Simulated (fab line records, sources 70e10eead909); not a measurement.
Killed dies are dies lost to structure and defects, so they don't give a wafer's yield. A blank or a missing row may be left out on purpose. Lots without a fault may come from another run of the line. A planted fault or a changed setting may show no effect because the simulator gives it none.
Problem report in the 8D (eight disciplines) form, filled by code | flow nand_harc | the parts of the form that need people (team, actions taken, sign-off) are left out

1. THE PROBLEM
oes_product_au at NHARC_A_WL_FILL_ETCHBACK_04 reads a mean of 0.730 a.u. on 6 wafers of 2 lots; wafers without a fault read 1.001 a.u. with a standard deviation of 0.0066. That is -41 standard deviations from the usual mean.
The step: etches the open film in NF3, target depth 60 nm, time 120 s.
First seen on wafer L753.1, day 26 04:23, on rie_metal-01. The record holds 18 wafers of 6 lots with a number at this step. Rule for "out", or "out of limits": more than 4 standard deviations from the usual mean. The other wafers with a number count as sound.

2. WHAT IT IS AND WHAT IT IS NOT
question                    | is                     | is not
which readings at this step | oes_product_au         | drypump_motor_current_A
which lots                  | L753, L754             | L740, L748, L760, L762
which wafers of those lots  | all that have a number | -
read on which tools         | rie_metal-01           | rie_metal-02, rie_metal-03
when                        | from day 26 04:23      | up to then (6 sound wafers); but 6 sound wafers of L760, L762 came after

3. SUSPECTS, AND WHAT RULES EACH OUT
Counting: a tool at a process step up to the reading stays a suspect if it ran every lot that is out and no sound lot after the first of them.
- ald_hk-02 at NHARC_A_WL_FILL_ALD_00 (deposits Al2O3, target thk 3 nm, pulse time 3 s, ald cycles 30): kept. It ran every lot that is out, first L753 (day 26 03:05), and no sound lot after that; its last sound lot up to then is L740 (day 20 16:34).
- ald_metal-04 at NHARC_A_WL_FILL_ALD_02 (deposits TiN, target thk 2 nm, pulse time 3 s, ald cycles 100): ruled out as a lasting fault. Sound lots L762 ran on it after its first lot that is out, L753 (day 26 03:31).
- rie_metal-01 at NHARC_A_WL_FILL_ETCHBACK_04 (etches the open film in NF3, target depth 60 nm, time 120 s): kept. It ran every lot that is out, first L753 (day 26 04:23), and no sound lot after that; its last sound lot up to then is L740 (day 20 17:49). Its own readings are out on those wafers: oes_product_au.
Left after counting: ald_hk-02 at NHARC_A_WL_FILL_ALD_00, rie_metal-01 at NHARC_A_WL_FILL_ETCHBACK_04.

4. THE CAUSE (what the simulator had put in)
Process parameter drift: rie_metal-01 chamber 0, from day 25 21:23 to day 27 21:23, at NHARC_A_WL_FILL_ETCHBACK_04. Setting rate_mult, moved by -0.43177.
Counting left 2 suspects, and this tool is among them.

5. THE CHAIN OF EFFECTS, in route order
Each row: a reading whose mean over the struck wafers that have a number lies more than 3 standard deviations from the usual. Only readings for which the record gives a usual standard deviation are gone through. hours: the time from each lot's start at the first step in this table that gives one to its start at this step, as a median over the lots. sigmas: the change in usual standard deviations.
hours | step                        | reading        | usual      | on struck wafers | change | sigmas
0     | NHARC_A_WL_FILL_ETCHBACK_04 | oes_product_au | 1.001 a.u. | 0.730            | -0.271 | -41
The process steps in it:
- NHARC_A_WL_FILL_ETCHBACK_04: etches the open film in NF3, target depth 60 nm, time 120 s.

6. WHAT WOULD HAVE CAUGHT IT SOONER
In this record the first reading out of limits was taken at day 26 04:23, 7 hours after the fault began at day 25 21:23.
